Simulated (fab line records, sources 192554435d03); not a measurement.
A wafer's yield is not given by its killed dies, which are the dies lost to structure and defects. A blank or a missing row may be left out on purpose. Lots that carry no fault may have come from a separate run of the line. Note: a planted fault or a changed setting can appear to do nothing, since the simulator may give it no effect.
The tool behind it: which one? || flow n5Finfet || Sampling: 9 lots, 27 wafers, 6 of 1938 route steps

WHAT THE GAUGES READ, wafer by wafer
N5_SD_EPI_N_OVL_MEAS_10.
{"lot": "L236", "measured": "day 3 01:28", "on": "overlay-01", "SD_N_BLK_OVL (nm)": "0.9 0.3 0.6"}
{"lot": "L242", "measured": "day 4 21:34", "on": "overlay-02", "SD_N_BLK_OVL (nm)": "-0.2 1.3 0.3"}
{"lot": "L243", "measured": "day 5 05:08", "on": "overlay-01", "SD_N_BLK_OVL (nm)": "-0.5 0.3 0.6"}
{"lot": "L244", "measured": "day 5 05:22", "on": "overlay-02", "SD_N_BLK_OVL (nm)": "0.5 0.8 1.0"}
{"lot": "L252", "measured": "day 6 23:05", "on": "overlay-01", "SD_N_BLK_OVL (nm)": "-0.7 1.8 0.9"}
{"lot": "L254", "measured": "day 7 13:48", "on": "overlay-01", "SD_N_BLK_OVL (nm)": "1.2 1.3 0.8"}
{"lot": "L256", "measured": "day 8 05:07", "on": "overlay-01", "SD_N_BLK_OVL (nm)": "0.6 -0.3 -0.7"}
{"lot": "L257", "measured": "day 8 07:38", "on": "overlay-01", "SD_N_BLK_OVL (nm)": "-0.7 0.5 -0.6"}
{"lot": "L259", "measured": "day 8 19:17", "on": "overlay-01", "SD_N_BLK_OVL (nm)": "0.2 -0.1 0.5"}

N5_SD_ACTIVATION_RS_MEAS_03: measurement is done with a four-point probe.
{"lot": "L236", "measured": "day 3 11:32", "on": "filmMetro-02", "RS_SD_N (ohm/sq)": "21.85 21.77 21.52", "RS_SD_P (ohm/sq)": "56.0 56.1 55.8"}
{"lot": "L242", "measured": "day 5 06:34", "on": "filmMetro-02", "RS_SD_N (ohm/sq)": "22.41 22.24 22.53", "RS_SD_P (ohm/sq)": "56.7 57.0 57.9"}
{"lot": "L243", "measured": "day 5 13:53", "on": "filmMetro-01", "RS_SD_N (ohm/sq)": "29.42 29.44 29.94", "RS_SD_P (ohm/sq)": "59.2 58.2 58.1"}
{"lot": "L244", "measured": "day 5 14:32", "on": "filmMetro-01", "RS_SD_N (ohm/sq)": "29.27 29.68 29.58", "RS_SD_P (ohm/sq)": "56.9 56.2 56.5"}
{"lot": "L252", "measured": "day 7 08:59", "on": "filmMetro-01", "RS_SD_N (ohm/sq)": "21.99 21.79 21.79", "RS_SD_P (ohm/sq)": "56.6 55.7 56.2"}
{"lot": "L254", "measured": "day 7 23:35", "on": "filmMetro-01", "RS_SD_N (ohm/sq)": "22.03 22.29 22.29", "RS_SD_P (ohm/sq)": "55.4 56.3 55.7"}
{"lot": "L256", "measured": "day 8 14:41", "on": "filmMetro-02", "RS_SD_N (ohm/sq)": "21.86 21.69 21.61", "RS_SD_P (ohm/sq)": "56.2 56.5 56.9"}
{"lot": "L257", "measured": "day 8 17:30", "on": "filmMetro-01", "RS_SD_N (ohm/sq)": "21.84 21.92 21.99", "RS_SD_P (ohm/sq)": "54.8 54.8 55.5"}
{"lot": "L259", "measured": "day 9 04:28", "on": "filmMetro-02", "RS_SD_N (ohm/sq)": "22.09 22.73 22.62", "RS_SD_P (ohm/sq)": "56.8 57.1 56.0"}

N5_BEOL_M4_RC_MEAS_101.
{"lot": "L236", "measured": "day 10 15:06", "on": "prober-01", "DIBL_N (mV/V)": "33.4 32.1 32.3", "DIBL_P (mV/V)": "34 32 33", "IOFF_N (nA/um)": "0.13 0.12 0.10", "IOFF_P (nA/um)": "0.20 0.16 0.17", "ION_N (uA/um)": "648 659 648", "ION_P (uA/um)": "455 458 454", "RC_DENSE_N (ohm.um)": "20.0 19.5 19.1", "RC_N (ohm.um)": "16.2 15.7 15.8", "REXT_N (ohm.um)": "78.2 76.6 76.4", "RS_SD_N (ohm/sq)": "28.6 28.5 28.2", "SS_N (mV/dec)": "72.0 70.9 70.4", "SS_P (mV/dec)": "72.2 71.6 71.5", "VT_N (mV)": "254 253 260", "VT_P (mV)": "-247 -252 -251"}
{"lot": "L242", "measured": "day 12 01:40", "on": "prober-01", "DIBL_N (mV/V)": "34.9 38.1 35.8", "DIBL_P (mV/V)": "35 40 36", "IOFF_N (nA/um)": "0.13 0.20 0.15", "IOFF_P (nA/um)": "0.22 0.34 0.23", "ION_N (uA/um)": "659 688 673", "ION_P (uA/um)": "466 477 465", "RC_DENSE_N (ohm.um)": "19.5 19.4 19.1", "RC_N (ohm.um)": "15.9 15.8 15.5", "REXT_N (ohm.um)": "75.6 76.1 74.5", "RS_SD_N (ohm/sq)": "29.2 29.1 29.2", "SS_N (mV/dec)": "70.7 71.9 71.4", "SS_P (mV/dec)": "73.4 74.2 73.5", "VT_N (mV)": "253 247 250", "VT_P (mV)": "-248 -244 -249"}
{"lot": "L243", "measured": "day 12 01:53", "on": "prober-02", "DIBL_N (mV/V)": "36.7 37.7 34.3", "DIBL_P (mV/V)": "39 41 37", "IOFF_N (nA/um)": "0.18 0.20 0.14", "IOFF_P (nA/um)": "0.24 0.29 0.21", "ION_N (uA/um)": "659 670 652", "ION_P (uA/um)": "462 475 462", "RC_DENSE_N (ohm.um)": "25.6 25.6 25.8", "RC_N (ohm.um)": "20.8 20.7 20.8", "REXT_N (ohm.um)": "90.8 91.2 91.7", "RS_SD_N (ohm/sq)": "36.8 36.5 36.5", "SS_N (mV/dec)": "71.9 71.8 70.4", "SS_P (mV/dec)": "74.2 74.3 73.3", "VT_N (mV)": "250 249 252", "VT_P (mV)": "-248 -247 -247"}
{"lot": "L244", "measured": "day 12 21:09", "on": "prober-02", "DIBL_N (mV/V)": "39.7 41.1 40.1", "DIBL_P (mV/V)": "41 40 39", "IOFF_N (nA/um)": "0.22 0.25 0.25", "IOFF_P (nA/um)": "0.32 0.32 0.30", "ION_N (uA/um)": "672 684 670", "ION_P (uA/um)": "476 474 469", "RC_DENSE_N (ohm.um)": "26.2 25.7 25.9", "RC_N (ohm.um)": "21.4 20.8 20.8", "REXT_N (ohm.um)": "88.1 85.9 85.2", "RS_SD_N (ohm/sq)": "36.5 36.8 37.3", "SS_N (mV/dec)": "71.6 73.0 71.7", "SS_P (mV/dec)": "74.0 74.5 74.3", "VT_N (mV)": "247 243 243", "VT_P (mV)": "-242 -243 -246"}
{"lot": "L252", "measured": "day 15 06:35", "on": "prober-01", "DIBL_N (mV/V)": "38.9 38.1 40.2", "DIBL_P (mV/V)": "39 40 41", "IOFF_N (nA/um)": "0.21 0.19 0.25", "IOFF_P (nA/um)": "0.29 0.34 0.35", "ION_N (uA/um)": "685 683 692", "ION_P (uA/um)": "470 478 478", "RC_DENSE_N (ohm.um)": "19.6 20.1 19.6", "RC_N (ohm.um)": "15.8 16.4 16.1", "REXT_N (ohm.um)": "74.8 76.7 75.0", "RS_SD_N (ohm/sq)": "28.6 28.1 28.1", "SS_N (mV/dec)": "72.4 72.1 72.4", "SS_P (mV/dec)": "73.9 73.0 74.0", "VT_N (mV)": "247 246 243", "VT_P (mV)": "-243 -242 -241"}
{"lot": "L254", "measured": "day 15 15:47", "on": "prober-01", "DIBL_N (mV/V)": "32.3 36.0 32.8", "DIBL_P (mV/V)": "34 38 34", "IOFF_N (nA/um)": "0.11 0.17 0.12", "IOFF_P (nA/um)": "0.17 0.25 0.18", "ION_N (uA/um)": "661 662 671", "ION_P (uA/um)": "452 461 469", "RC_DENSE_N (ohm.um)": "19.6 19.7 20.3", "RC_N (ohm.um)": "16.0 16.0 16.4", "REXT_N (ohm.um)": "74.7 75.2 75.3", "RS_SD_N (ohm/sq)": "28.6 28.9 28.7", "SS_N (mV/dec)": "70.5 72.2 70.6", "SS_P (mV/dec)": "71.0 74.0 71.9", "VT_N (mV)": "253 247 254", "VT_P (mV)": "-252 -248 -252"}
{"lot": "L256", "measured": "day 15 15:13", "on": "prober-02", "DIBL_N (mV/V)": "38.0 33.1 35.1", "DIBL_P (mV/V)": "38 34 35", "IOFF_N (nA/um)": "0.18 0.10 0.13", "IOFF_P (nA/um)": "0.25 0.17 0.18", "ION_N (uA/um)": "675 655 666", "ION_P (uA/um)": "464 458 455", "RC_DENSE_N (ohm.um)": "19.1 19.5 19.7", "RC_N (ohm.um)": "15.6 15.9 16.2", "REXT_N (ohm.um)": "72.8 75.2 73.8", "RS_SD_N (ohm/sq)": "28.2 28.1 28.4", "SS_N (mV/dec)": "72.1 70.9 71.4", "SS_P (mV/dec)": "73.6 73.0 73.5", "VT_N (mV)": "250 258 253", "VT_P (mV)": "-248 -255 -253"}
{"lot": "L257", "measured": "day 17 18:43", "on": "prober-01", "DIBL_N (mV/V)": "43.7 38.2 37.7", "DIBL_P (mV/V)": "45 38 37", "IOFF_N (nA/um)": "0.34 0.18 0.17", "IOFF_P (nA/um)": "0.39 0.24 0.23", "ION_N (uA/um)": "692 696 677", "ION_P (uA/um)": "472 478 467", "RC_DENSE_N (ohm.um)": "19.1 19.3 18.9", "RC_N (ohm.um)": "15.4 15.7 15.4", "REXT_N (ohm.um)": "74.0 73.5 73.5", "RS_SD_N (ohm/sq)": "28.1 28.2 28.4", "SS_N (mV/dec)": "73.6 71.0 71.5", "SS_P (mV/dec)": "75.9 73.4 74.3", "VT_N (mV)": "243 249 250", "VT_P (mV)": "-243 -248 -248"}
{"lot": "L259", "measured": "day 16 15:21", "on": "prober-02", "DIBL_N (mV/V)": "39.7 40.2 38.0", "DIBL_P (mV/V)": "42 42 39", "IOFF_N (nA/um)": "0.26 0.25 0.22", "IOFF_P (nA/um)": "0.32 0.33 0.26", "ION_N (uA/um)": "694 682 681", "ION_P (uA/um)": "474 475 466", "RC_DENSE_N (ohm.um)": "19.7 19.6 19.6", "RC_N (ohm.um)": "16.1 16.1 15.9", "REXT_N (ohm.um)": "79.7 78.8 79.9", "RS_SD_N (ohm/sq)": "28.9 29.2 29.2", "SS_N (mV/dec)": "72.8 72.6 72.4", "SS_P (mV/dec)": "75.2 74.5 74.2", "VT_N (mV)": "241 246 245", "VT_P (mV)": "-245 -245 -246"}

WHICH TOOL RAN EACH LOT (tool, then ch and the chambers of the sampled wafers, then the start)
{"lot": "L236", "N5_SD_EPI_N_VAPOR_ETCH_50": "epiRpcvd-01 ch 0, day 3 03:38", "N5_SD_ACTIVATION_LSA_01": "laserAnneal-02 ch 0, day 3 11:22", "N5_ILD0_CMP_03": "cmp-04 ch 1,3, day 3 14:47"}
{"lot": "L242", "N5_SD_EPI_N_VAPOR_ETCH_50": "epiRpcvd-03 ch 0, day 4 23:10", "N5_SD_ACTIVATION_LSA_01": "laserAnneal-02 ch 0, day 5 06:22", "N5_ILD0_CMP_03": "cmp-04 ch 0,1, day 5 09:26"}
{"lot": "L243", "N5_SD_EPI_N_VAPOR_ETCH_50": "epiRpcvd-04 ch 0, day 5 06:47", "N5_SD_ACTIVATION_LSA_01": "laserAnneal-01, day 5 13:41", "N5_ILD0_CMP_03": "cmp-03 ch 1,3, day 5 16:38"}
{"lot": "L244", "N5_SD_EPI_N_VAPOR_ETCH_50": "epiRpcvd-01 ch 0, day 5 07:23", "N5_SD_ACTIVATION_LSA_01": "laserAnneal-02, day 5 14:21", "N5_ILD0_CMP_03": "cmp-04 ch 0,3, day 5 17:17"}
{"lot": "L252", "N5_SD_EPI_N_VAPOR_ETCH_50": "epiRpcvd-03 ch 0, day 7 00:47", "N5_SD_ACTIVATION_LSA_01": "laserAnneal-01 ch 0, day 7 08:48", "N5_ILD0_CMP_03": "cmp-04 ch 1,3, day 7 11:42"}
{"lot": "L254", "N5_SD_EPI_N_VAPOR_ETCH_50": "epiRpcvd-01 ch 0, day 7 15:22", "N5_SD_ACTIVATION_LSA_01": "laserAnneal-01 ch 0, day 7 23:23", "N5_ILD0_CMP_03": "cmp-03 ch 0,2,3, day 8 02:56"}
{"lot": "L256", "N5_SD_EPI_N_VAPOR_ETCH_50": "epiRpcvd-04 ch 0, day 8 06:50", "N5_SD_ACTIVATION_LSA_01": "laserAnneal-01 ch 0, day 8 14:29", "N5_ILD0_CMP_03": "cmp-04 ch 0,1,3, day 8 17:24"}
{"lot": "L257", "N5_SD_EPI_N_VAPOR_ETCH_50": "epiRpcvd-01 ch 0, day 8 09:27", "N5_SD_ACTIVATION_LSA_01": "laserAnneal-01 ch 0, day 8 17:19", "N5_ILD0_CMP_03": "cmp-04 ch 0,1,2, day 8 20:22"}
{"lot": "L259", "N5_SD_EPI_N_VAPOR_ETCH_50": "epiRpcvd-01 ch 0, day 8 20:50", "N5_SD_ACTIVATION_LSA_01": "laserAnneal-01 ch 0, day 9 04:16", "N5_ILD0_CMP_03": "cmp-04 ch 0,2,3, day 9 07:42"}
- N5_SD_EPI_N_VAPOR_ETCH_50: etches Si in HCl, time 54 s.
- N5_SD_ACTIVATION_LSA_01: time 0.0008 s.
- N5_ILD0_CMP_03: polishes, stops on SiNx, t overpolish 1.9 s, target thk 197.38 nm.

WHAT THE TOOLS THEMSELVES READ (means of the sampled wafers that have a number; where no wafer has one, the mark that the record gives instead)
N5_SD_EPI_N_VAPOR_ETCH_50.
{"lot": "L236", "tool": "epiRpcvd-01", "throttleValvePct (%)": 12.04}
{"lot": "L242", "tool": "epiRpcvd-03", "throttleValvePct (%)": 12.36}
{"lot": "L243", "tool": "epiRpcvd-04", "throttleValvePct (%)": 12.05}
{"lot": "L244", "tool": "epiRpcvd-01", "throttleValvePct (%)": 12.24}
{"lot": "L252", "tool": "epiRpcvd-03", "throttleValvePct (%)": 12.51}
{"lot": "L254", "tool": "epiRpcvd-01", "throttleValvePct (%)": 12.10}
{"lot": "L256", "tool": "epiRpcvd-04", "throttleValvePct (%)": 11.94}
{"lot": "L257", "tool": "epiRpcvd-01", "throttleValvePct (%)": 12.21}
{"lot": "L259", "tool": "epiRpcvd-01", "throttleValvePct (%)": 12.10}

N5_SD_ACTIVATION_LSA_01.
{"lot": "L236", "tool": "laserAnneal-02", "wafer_temp_C_max": 1089.3}
{"lot": "L242", "tool": "laserAnneal-02", "wafer_temp_C_max": 1088.0}
{"lot": "L243", "tool": "laserAnneal-01", "wafer_temp_C_max": "-"}
{"lot": "L244", "tool": "laserAnneal-02", "wafer_temp_C_max": "-"}
{"lot": "L252", "tool": "laserAnneal-01", "wafer_temp_C_max": 1084.5}
{"lot": "L254", "tool": "laserAnneal-01", "wafer_temp_C_max": 1084.5}
{"lot": "L256", "tool": "laserAnneal-01", "wafer_temp_C_max": 1083.9}
{"lot": "L257", "tool": "laserAnneal-01", "wafer_temp_C_max": 1085.4}
{"lot": "L259", "tool": "laserAnneal-01", "wafer_temp_C_max": 1084.7}

N5_ILD0_CMP_03.
{"lot": "L236", "tool": "cmp-04", "motorCurrentA (A)": 12.7, "overpolishRunS (s)": 1.897, "timeToEndpointS (s)": 69}
{"lot": "L242", "tool": "cmp-04", "motorCurrentA (A)": 13.5, "overpolishRunS (s)": 1.897, "timeToEndpointS (s)": 75}
{"lot": "L243", "tool": "cmp-03", "motorCurrentA (A)": 11.8, "overpolishRunS (s)": 1.890, "timeToEndpointS (s)": 73}
{"lot": "L244", "tool": "cmp-04", "motorCurrentA (A)": 12.9, "overpolishRunS (s)": 1.902, "timeToEndpointS (s)": 81}
{"lot": "L252", "tool": "cmp-04", "motorCurrentA (A)": 12.9, "overpolishRunS (s)": 1.902, "timeToEndpointS (s)": 71}
{"lot": "L254", "tool": "cmp-03", "motorCurrentA (A)": 11.9, "overpolishRunS (s)": 1.904, "timeToEndpointS (s)": 76}
{"lot": "L256", "tool": "cmp-04", "motorCurrentA (A)": 13.0, "overpolishRunS (s)": 1.896, "timeToEndpointS (s)": 74}
{"lot": "L257", "tool": "cmp-04", "motorCurrentA (A)": 12.8, "overpolishRunS (s)": 1.893, "timeToEndpointS (s)": 75}
{"lot": "L259", "tool": "cmp-04", "motorCurrentA (A)": 12.5, "overpolishRunS (s)": 1.898, "timeToEndpointS (s)": 79}

THE ANSWER, worked out from the rows above alone
Rule: what is usual is taken from the lots themselves. Put in order of their means at a reading, lots are off if they are a third of the lots or fewer, leave a main group of 4 or more, and stand apart from it by a gap of 3 or more times the standard deviation of the main group's means; of several such gaps the widest counts. Not used: any main group whose means are identical at the precision the tables above print for the reading. Also off: a lot with no number at a reading for which 4 or more lots have one. All remaining lots with rows at the step are treated as sound. First the gauges in route order, then the tools' own readings, where a lot's mean is used as printed above. The first step at which some lot is off is used, and at that step the reading that is off furthest; a lot without a number counts as furthest.
Off: at N5_SD_ACTIVATION_RS_MEAS_03 (RS_SD_N), L243, L244. For the main group the mean is 22.04 ohm/sq and the standard deviation 0.29.
A tool fits if, at a process step before that reading, it ran every lot that is off, and no sound lot after the first of them. The gauges at N5_SD_ACTIVATION_RS_MEAS_03 aren't tried: what is off there is off at N5_BEOL_M4_RC_MEAS_101 too, on other tools, and a gauge's error can't cause that. None of those tried fits.

WHAT THE SIMULATOR PUT IN
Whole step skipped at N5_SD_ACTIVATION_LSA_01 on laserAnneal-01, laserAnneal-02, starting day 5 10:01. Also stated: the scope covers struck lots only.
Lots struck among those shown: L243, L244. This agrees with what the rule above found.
